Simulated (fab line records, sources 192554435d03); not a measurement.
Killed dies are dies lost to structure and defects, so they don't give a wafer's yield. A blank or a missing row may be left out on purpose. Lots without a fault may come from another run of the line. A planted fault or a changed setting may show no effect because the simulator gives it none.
fab line records | flow n5_finfet
record lots=5 wafers=13 last_day=16
route steps=1938 shown STI_FIN_REVEAL@202 DUMMY_GATE@212 BEOL_M4@1111 PASSIVATION@1936
lots that met no fault: from a run of the same line without faults
start_h: hours from the record's first day to the start of the lot's first wafer shown | wait_h: hours since the lot's step before | " the same as in the row above | L1.1+2: a row that stands for several wafers | - no value, or no start given | * or withheld: withheld | < > ~ a bound
route shown NAME@n: a module of which the file shows steps, and the number in the route of the first | usual: mean/standard deviation of fault-free wafers | same: alike in all rows | chamber/n: place in a boat | sites: the reading at each site | _std_site: their standard deviation | _edge_site: outer sites' mean less inner sites' | radius_mm: how far each site lies from the wafer's centre | mask NAME#n: copy n | behind: the tool/chamber that last shaped the wafer | hold: why the lot was held/for how many hours/how that ended | device: the transistor (n, p or np) that didn't switch | end of line: the same wafers' tests at the end of the route | a step without rows: its recipe alone | killed: dies lost to structure and defects at the first sort, not the wafer's yield | map: a wafer's dies, x killed, . not, _ none there
set.NAME: the setting as run; set.NAME@STEP: as run at that earlier step | model.NAME: the simulator's own value behind a step, which no gauge read
lots at some steps of the route; a table a step, a row a wafer
services: from which hour (start_h, from the record's first day; less than 0 if before it) a tool's chamber was out of use, for how many hours, and why
## steps
# step N5_STI_FIN_REVEAL_STRIP_35
# recipe chemistry=H3PO4 material=Si3N4 temp_c=165 target_depth_a=40 time_s=39
# step N5_STI_FIN_REVEAL_SRD_21
# recipe dry=ipa_marangoni time_s=30 temp_c=23 rinse_liquid=diw
# step N5_STI_FIN_REVEAL_OXIDATION_33
# recipe chemistry=O2_PLASMA_REMOTE temp_c=150 time_s=20 pressure_mtorr=1000 source_power_w=2000 o2_flow_sccm=3000
# step N5_STI_FIN_REVEAL_CLEAN_19
# recipe chemistry=O3/DIW temp_c=25 time_s=120 o3_ppm=10
# step N5_STI_FIN_REVEAL_SRD_23
# recipe dry=ipa_marangoni time_s=30 temp_c=23 rinse_liquid=diw
# step N5_STI_FIN_REVEAL_PRECLEAN_18
# recipe chemistry=SC2 time_s=45 temp_c=35 mix=1:1:50
# step N5_STI_FIN_REVEAL_SRD_28
# recipe dry=ipa_marangoni time_s=30 temp_c=23 rinse_liquid=diw
# step N5_DUMMY_GATE_PRECLEAN_00
# recipe chemistry=O3/DIW time_s=60 temp_c=22 o3_ppm=10
# step N5_DUMMY_GATE_SRD_01
# recipe time_s=30 temp_c=23 rinse_liquid=diw dry=ipa_marangoni
# step N5_DUMMY_GATE_ALD_02
# recipe material=SiO2 target_thk_a=20 temp_c=300 ald_precursor_family=BDEAS ald_co_reactant=O2-plasma pulse_time_s=1 pressure_torr=2
# usual heater_power_outer_w=263/24 heater_power_w=464/35 precursor_pulse_height_rel=0.997/0.021
# columns lot.wafer tool chamber start_h wait_h heater_power_outer_w heater_power_w precursor_pulse_height_rel model.SiO2_of_DUMMY_GATE_ALD_02.thk_nm
L922.1 ald_sin-02 1 76.01 1.6 295 489 1.005 2
L922.3 " 0 " " 272 460 0.949 2
L922.5 " 1 " " 290 471 1.031 2
L925.2 ald_sin-02 3 99.67 0.0 251 477 1.004 2
L925.3 " 2 " " 272 480 0.985 2
L925.5 " 3 " " 250 468 0.981 2.6
L926.5 ald_sin-02 3 100.52 0.1 244 476 0.993 2.6
L926.6 " 0 " " 266 468 0.997 2
L928.5 ald_sin-02 0 109.25 0.1 275 466 0.990 2.6
L928.6 " 1 " " 293 483 0.973 2
L933.1 ald_sin-04 3 140.96 0.2 257 464 1.010 2
L933.4 " 2 " " 323 568 1.007 2
L933.6 " 3 " " 258 470 1.015 2
# step N5_DUMMY_GATE_CVD_03
# recipe material=a-Si target_thk_a=1500 temp_c=530 precursor=SiH4 time_s=8042
# step N5_DUMMY_GATE_PRECLEAN_46
# recipe chemistry=DIW time_s=89.5 temp_c=23
# step N5_DUMMY_GATE_SRD_47
# recipe dry_time_s=32 dry=n2_spin spin_rpm=1500
# step N5_DUMMY_GATE_CMP_04
# recipe material=a-Si post_cmp_clean=alkaline_brush
# step N5_DUMMY_GATE_HM_DEP_06
# recipe material=SiNx target_thk_a=800 precursor=DCS/NH3 temp_c=700 pressure_mtorr=300 time_s=5141
# step N5_DUMMY_GATE_PECVD_30
# recipe material=SiO2 target_thk_a=550 temp_c=400 precursor=TEOS/O2 pressure_torr=6.5 rf_w=withheld teos_flow_sccm=withheld gas=O2 flow_sccm=2650 time_s=10.8
# step N5_DUMMY_GATE_COAT_34
# recipe resist=SOC temp_c=250 time_s=60 spin_rpm=1500 resist_thk_nm=60
# step N5_DUMMY_GATE_COAT_35
# recipe resist=SiARC temp_c=220 time_s=60 spin_rpm=1500 resist_thk_nm=10
# step N5_DUMMY_GATE_COAT_28
# recipe resist=underlayer temp_c=205 time_s=60 spin_rpm=1500 resist_thk_nm=10
# step N5_DUMMY_GATE_COAT_09
# recipe resist=CAR-EUV spin_rpm=1500 resist_thk_nm=30
# step N5_DUMMY_GATE_EBR_11
# recipe solvent=PGMEA ebr_width_mm=1.5
# step N5_DUMMY_GATE_SOFTBAKE_10
# recipe temp_c=110 time_s=60 resist=CAR-EUV
# step N5_DUMMY_GATE_EXPOSE_12
# recipe mask_id=GATE na=0.33 source_shape=annular sigma_inner=0.2 sigma_outer=0.6 polarization=unpolarized target_cd_nm=25 dose_mj=34
# step N5_DUMMY_GATE_PEB_13
# recipe peb_temp_c=100 peb_time_s=60 resist=CAR-EUV
# step N5_DUMMY_GATE_DEVELOP_14
# recipe develop_time_s=30 developer=TMAH resist=CAR-EUV rinse_liquid=surfactant_rinse dry=air_spin dev_temp_c=23
# step N5_DUMMY_GATE_DESCUM_20
# recipe chemistry=O2 time_s=6.2 source_power_w=50 bias_power_w=20 pressure_mtorr=20 rf_frequency_hz=2.712e+07 temp_c=40 resist=CAR-EUV o2_flow_sccm=225
# step N5_DUMMY_GATE_ETCH_29
# recipe chemistry=N2/H2 target=underlayer target_depth_a=130 ion_energy_ev=200 pressure_mtorr=30 source_w=840 bias_w=150 n2_flow_sccm=200 h2_flow_sccm=200
# step N5_DUMMY_GATE_ETCH_36
# recipe chemistry=CF4 target=SiARC target_depth_a=130 pressure_mtorr=40 source_w=545 bias_w=36 Ar_flow_sccm=100 cf4_flow_sccm=100 ion_energy_ev=80
# step N5_DUMMY_GATE_ETCH_37
# recipe chemistry=N2/H2 target=SOC target_depth_a=600 overetch_a=300 temp_c=40 ion_energy_ev=200 pressure_mtorr=30 source_w=840 bias_w=150 n2_flow_sccm=200 h2_flow_sccm=200
# step N5_DUMMY_GATE_STRIP_38
# recipe chemistry=N2/H2 temp_c=40 n2_flow_sccm=200 h2_flow_sccm=200 rf_frequency_hz=6e+07
# step N5_DUMMY_GATE_STRIP_39
# recipe chemistry=N2/H2 temp_c=40 n2_flow_sccm=200 h2_flow_sccm=200 rf_frequency_hz=6e+07
# step N5_DUMMY_GATE_TRIM_49
# recipe chemistry=O2 resist=SOC time_s=29 target_cd_nm=14 source_power_w=300 bias_power_w=0 O2_flow_sccm=100 temp_c=20
# step N5_DUMMY_GATE_STRIP_40
# recipe chemistry=CF4 resist=SiARC power_w=300 bias_power_w=75 pressure_mtorr=50 cf4_flow_sccm=150 rf_frequency_hz=6e+07
# step N5_DUMMY_GATE_ETCH_31
# recipe chemistry=C4F6/O2 target=SiO2 mask_material=SOC target_depth_a=825 time_s=27.5 ion_energy_ev=250 pressure_mtorr=30 source_w=345 bias_w=185 Ar_flow_sccm=300 C4F6_flow_sccm=10 O2_flow_sccm=10
# step N5_DUMMY_GATE_ETCH_44
# recipe chemistry=HBr/O2 over_etch_frac=0.7 target_depth_a=1275 stop_on=SiO2 ion_energy_ev=60 bias_w=20 target=poly-Si mask_material=SiO2 pressure_mtorr=20 icp_w=400 HBr_flow_sccm=120 O2_flow_sccm=10
# usual drypump_motor_current_A=5.6/0.4 oes_product_au=0.728/0.011 throttle_valve_pct=18.45/0.19
# columns lot.wafer tool chamber start_h wait_h drypump_motor_current_A oes_product_au rf_hours_counter_h throttle_valve_pct model.SiO2_of_DUMMY_GATE_ALD_02.thk_nm
L922.1 rie_si-03 3 85.36 0.0 6.0 0.726 61 18.49 2
L922.3 " 2 " " 6.0 0.746 2 18.40 2
L922.5 " 0 " " 6.0 0.712 - 18.30 2
L925.2 rie_si-05 2 109.10 0.0 5.4 0.710 52 18.34 2
L925.3 " 1 " " 5.1 0.719 28 18.73 2
L925.5 " 3 " " 5.5 0.710 - 18.51 2.6
L926.5 rie_si-03 1 112.92 0.0 5.8 0.739 - 18.42 2.6
L926.6 " 0 " " 6.0 0.702 - 18.28 2
L928.5 rie_si-05 0 120.99 0.0 6.1 0.735 - 18.15 2.6
L928.6 " 1 " " 5.1 0.732 - 18.73 2
L933.1 rie_si-05 1 150.36 0.0 5.1 0.727 28 18.75 2
L933.4 " 2 " " 5.4 0.714 52 18.34 2
L933.6 " 3 " " 5.5 0.718 - 18.51 2
# step N5_BEOL_M4_RC_MEAS_101
# usual DIBL_N=36.0/1.7 DIBL_P=35.8/2 EOT_N=10.54/0.1 EOT_P=10.51/0.1 IGATE_N=0.0120/0.0017 IGATE_P=0.0036/0.0005 IOFF_N=0.15/0.03 IOFF_P=0.20/0.037 ION_N=670/12 ION_P=460/7.2 SS_N=71.5/0.68 SS_P=73.2/0.65 VT_N=250/3.1 VT_P=-251/3.4
# columns lot.wafer tool chamber start_h wait_h DIBL_N[mV/V] DIBL_P[mV/V] EOT_N EOT_P IGATE_N[nA/um] IGATE_P[nA/um] IOFF_N[nA/um] IOFF_P[nA/um] ION_N[uA/um] ION_P[uA/um] SS_N[mV/dec] SS_P[mV/dec] VT_N[mV] VT_P[mV]
L922.1 prober-01 0 200.59 0.0 39.2 40.2 10.45 10.57 0.0126 0.0036 0.21 0.26 693 468 72.6 73.9 246 -247
L922.3 " 0 " " 37.4 37.1 10.63 10.50 0.0114 0.0033 0.16 0.20 647 448 71.6 73.2 251 -252
L922.5 " 0 " " 38.4 38.5 10.54 10.41 0.0134 0.0039 0.18 0.24 663 452 72.5 73.3 247 -246
L925.2 prober-02 0 231.30 0.2 34.7 34.6 10.50 10.51 0.0130 0.0039 0.16 0.22 689 475 70.4 72.6 247 -247
L925.3 " 0 " " 37.0 35.5 10.49 10.49 0.0126 0.0038 0.19 0.24 674 454 72.1 73.6 248 -247
L925.5 " 0 " " 40.4 39.5 11.55 11.42 0.0037 0.0011 0.28 0.31 666 453 73.2 74.6 244 -243
L926.5 prober-01 0 238.12 0.6 36.6 35.7 11.61 11.67 0.0039 0.0011 0.14 0.22 646 451 71.0 73.7 249 -248
L926.6 " 0 " " 36.8 36.2 10.69 10.58 0.0117 0.0034 0.15 0.21 660 450 71.4 73.0 250 -250
L928.5 prober-02 0 238.58 0.6 37.7 38.8 11.74 11.72 0.0032 0.0010 0.17 0.24 643 446 72.0 73.3 250 -248
L928.6 " 0 " " 35.1 35.4 10.53 10.49 0.0135 0.0040 0.15 0.19 677 462 71.1 73.1 248 -253
L933.1 prober-02 0 281.94 0.0 33.0 31.7 10.54 10.46 0.0116 0.0035 0.11 0.16 661 464 70.7 71.9 253 -251
L933.4 " 0 " " 34.2 32.2 10.40 10.36 0.0135 0.0041 0.12 0.16 659 452 70.9 72.3 256 -252
L933.6 " 0 " " 34.5 33.0 10.23 10.22 0.0150 0.0045 0.12 0.18 661 463 71.3 72.0 254 -250
# step N5_PASSIVATION_PROBE_49
# usual defect_limited_yield=91.4/1.5 killed_at_M0_to_M3=32/9.8 killed_at_M4_up=15/5.6 killed_at_contacts=12/5.4 killed_at_front_end=40/13 killed_at_other=3.0/2.1 killed_dies=102/17 killed_open=67/13 killed_short=32/7.1 sort_bin_4_leakage=0/0 sort_bin_5_function=5.1/0.96 sort_bin_6_memory=3.2/0.7 sort_bin_8_speed=0.0/0.3 sort_n_pass=1078/18 sort_yield_pct=91.3/1.5
# same gross_dies=1180 killed_at_back_side=0
# columns lot.wafer tool chamber start_h wait_h defect_limited_yield[%] killed_at_M0_to_M3 killed_at_M4_up killed_at_contacts killed_at_front_end killed_at_other killed_dies killed_open killed_short sort_bin_4_leakage[%] sort_bin_5_function[%] sort_bin_6_memory[%] sort_bin_8_speed[%] sort_n_pass sort_yield_pct[%]
L922.1 prober-02 - 310.33 0.0 89.3 63 12 11 40 0 126 86 40 0 5.8 4.5 0 1054 89.3
L922.3 prober-02 - 310.43 0.1 90.4 38 10 21 41 3 113 70 43 0 5.8 3.5 0 1067 90.4
L922.5 prober-02 - 310.53 0.2 89.9 34 22 17 44 2 119 82 37 0 6.4 3.2 0 1061 89.9
L925.2 prober-01 - 331.85 0.1 91.7 12 24 21 34 7 98 63 35 0 5.2 3.0 0 1082 91.7
L925.3 prober-01 - 331.90 0.1 91.3 28 12 12 50 1 103 75 28 0 5.3 3.4 0 1077 91.3
L925.5 prober-01 - 332.00 0.2 90.2 32 19 20 41 4 116 84 32 0.25 5.6 3.8 0 1061 89.9
L926.5 prober-01 - 347.64 0.2 92.1 43 15 14 20 1 93 69 23 0 4.1 3.6 0.3 1084 91.9
L926.6 prober-01 - 347.69 0.3 90.6 48 20 7 28 8 111 69 39 0 6.0 3.1 0 1069 90.6
L928.5 prober-01 - 352.68 0.2 87.5 40 11 26 67 3 147 112 34 0 7.1 5.1 0 1033 87.5
L928.6 prober-01 - 352.73 0.3 87.7 56 17 14 54 4 145 100 44 0 7.5 4.4 0 1035 87.7
L933.1 prober-02 - 393.83 0.0 92.6 31 13 13 27 3 87 60 23 0 4.1 2.8 0 1093 92.6
L933.4 prober-02 - 393.98 0.2 93.9 22 11 9 27 3 72 55 14 0 4.2 1.6 0 1108 93.9
L933.6 prober-02 - 394.08 0.3 91.9 31 14 15 32 3 95 59 30 0 4.2 2.9 0 1085 91.9
# killed by level:class
L922.1 STI_FIN_REVEAL:geometric_particle:open=23 BEOL_M3:geometric_particle:open=17 BEOL_M0_SAQP:geometric_particle:open=12 BEOL_M0_SAQP:geometric_particle:short=12 MOL_CONTACT_COAG:geometric_particle:open=8 FIN_SAQP:geometric_particle:short=7 BEOL_M4:geometric_particle:open=6 BEOL_M1:geometric_particle:open=6
L922.3 MOL_CONTACT_COAG:geometric_particle:open=14 STI_FIN_REVEAL:geometric_particle:open=12 FIN_SAQP:geometric_particle:short=8 BEOL_M1:geometric_particle:open=8 BEOL_M3:geometric_particle:open=7 MOL_CONTACT_COAG:geometric_particle:short=7 BEOL_M0_SAQP:geometric_particle:short=6 STARTING-WAFER:geometric_particle:short=5
L922.5 MOL_CONTACT_COAG:geometric_particle:open=14 FIN_SAQP:geometric_particle:open=12 BEOL_M1:geometric_particle:open=12 BEOL_M4:geometric_particle:short=12 STI_FIN_REVEAL:geometric_particle:open=10 FIN_SAQP:geometric_particle:short=9 BEOL_M3:geometric_particle:open=9 BEOL_M4:geometric_particle:open=5
L925.2 MOL_CONTACT_COAG:geometric_particle:open=18 BEOL_M4:geometric_particle:open=11 FIN_SAQP:geometric_particle:short=6 FIN_SAQP:geometric_particle:open=6 BEOL_M0_SAQP:geometric_particle:short=5 STI_FIN_REVEAL:geometric_particle:open=4 STI_FIN_REVEAL:geometric_particle:short=4 MOL_CONTACT_COAG:geometric_particle:short=3
L925.3 FIN_SAQP:geometric_particle:open=16 STI_FIN_REVEAL:geometric_particle:open=12 MOL_CONTACT_COAG:geometric_particle:open=9 BEOL_M0_SAQP:geometric_particle:open=8 FIN_SAQP:geometric_particle:short=7 BEOL_M4:geometric_particle:open=7 BEOL_M0_SAQP:geometric_particle:short=6 BEOL_M2:geometric_particle:open=5
L925.5 MOL_CONTACT_COAG:geometric_particle:open=15 STI_FIN_REVEAL:geometric_particle:open=11 BEOL_M4:geometric_particle:open=11 STARTING-WAFER:geometric_particle:open=10 BEOL_M0_SAQP:geometric_particle:short=9 BEOL_M2:geometric_particle:open=7 BEOL_M0_SAQP:geometric_particle:open=6 MOL_CONTACT_COAG:geometric_particle:short=5
L926.5 BEOL_M3:geometric_particle:open=14 MOL_CONTACT_COAG:geometric_particle:open=13 BEOL_M0_SAQP:geometric_particle:open=7 FIN_SAQP:geometric_particle:short=6 BEOL_M2:geometric_particle:open=5 BEOL_M0_SAQP:geometric_particle:short=4 BEOL_M1:geometric_particle:open=4 BEOL_M4:geometric_particle:open=4
L926.6 BEOL_M0_SAQP:geometric_particle:short=11 BEOL_M0:geometric_particle:open=9 BEOL_M3:geometric_particle:open=8 MOL_CONTACT_COAG:geometric_particle:open=7 STARTING-WAFER:geometric_particle:short=6 FIN_SAQP:geometric_particle:open=5 DUMMY_GATE:geometric_particle:open=5 BEOL_M1:geometric_particle:open=5
L928.5 STI_FIN_REVEAL:geometric_particle:open=21 MOL_CONTACT_COAG:geometric_particle:open=21 FIN_SAQP:geometric_particle:open=20 FIN_SAQP:geometric_particle:short=9 BEOL_M3:geometric_particle:open=9 BEOL_M1:geometric_particle:open=7 BEOL_M0_SAQP:geometric_particle:short=6 MOL_CONTACT_COAG:geometric_particle:short=5
L928.6 STI_FIN_REVEAL:geometric_particle:open=16 BEOL_M2:geometric_particle:open=12 MOL_CONTACT_COAG:geometric_particle:open=11 BEOL_M3:geometric_particle:open=10 FIN_SAQP:geometric_particle:open=8 BEOL_M2:geometric_particle:short=8 BEOL_M0_SAQP:geometric_particle:short=7 BEOL_M0_SAQP:geometric_particle:open=7
L933.1 BEOL_M2:geometric_particle:open=13 MOL_CONTACT_COAG:geometric_particle:open=8 STI_FIN_REVEAL:geometric_particle:open=6 BEOL_M1:geometric_particle:open=6 MOL_CONTACT_COAG:geometric_particle:short=5 ILD0:geometric_particle:open=4 BEOL_M5:geometric_particle:open=4 HKMG_FIN:area_etch=4
L933.4 BEOL_M2:geometric_particle:open=11 MOL_CONTACT_COAG:geometric_particle:open=8 DUMMY_GATE:geometric_particle:open=6 BEOL_M5:geometric_particle:open=5 FIN_SAQP:geometric_particle:open=4 BEOL_M0_SAQP:geometric_particle:open=4 STI_FIN_REVEAL:geometric_particle:open=3 FIN_SAQP:geometric_particle:short=2
L933.6 MOL_CONTACT_COAG:geometric_particle:open=15 BEOL_M2:geometric_particle:open=9 FIN_SAQP:geometric_particle:short=7 STI_FIN_REVEAL:geometric_particle:open=5 BEOL_M0_SAQP:geometric_particle:short=5 BEOL_M2:geometric_particle:short=5 BEOL_M0_SAQP:geometric_particle:open=4 BEOL_M1:geometric_particle:open=4
## services
# columns tool chamber start_h hours kind
ald_sin-04 2 55.56 4.5 repair
ald_sin-04 - 76.34 1.2 repair
ald_sin-02 0 83.17 1.5 repair
rie_si-05 - 84.15 14.6 pm
rie_si-05 - 110.17 2.8 pm
rie_si-03 - 116.19 2.8 pm
ald_sin-02 2 123.87 4.4 repair
## key
first_sign step=N5_BEOL_M4_RC_MEAS_101 reading=EOT_P direction=up sigmas=11 usual=10.51 struck=11.60
effect step=N5_BEOL_M4_RC_MEAS_101 reading=EOT_N direction=up sigmas=11 usual=10.54 struck=11.63
effect step=N5_BEOL_M4_RC_MEAS_101 reading=IGATE_N direction=down sigmas=5.1 usual=0.0120 struck=0.0036
effect step=N5_BEOL_M4_RC_MEAS_101 reading=IGATE_P direction=down sigmas=5.1 usual=0.0036 struck=0.0011
model_effect step=N5_DUMMY_GATE_ALD_02 value=SiO2_of_DUMMY_GATE_ALD_02.thk_nm without=2 struck=2.6
model_effect step=N5_DUMMY_GATE_ETCH_44 value=SiO2_of_DUMMY_GATE_ALD_02.thk_nm without=2 struck=2.6
met_at N5_DUMMY_GATE_ALD_02
struck_wafers L925.5,L926.5,L928.5
onset_between 76.01 99.67
fault kind=process_parameter_drift tool=ald_sin-02 chamber=- onset_h=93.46 steps=N5_DUMMY_GATE_ALD_02 channel=target_thk_a offset=* shape=step end_h=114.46 scope=struck_wafers_only acts_in=* stated=*
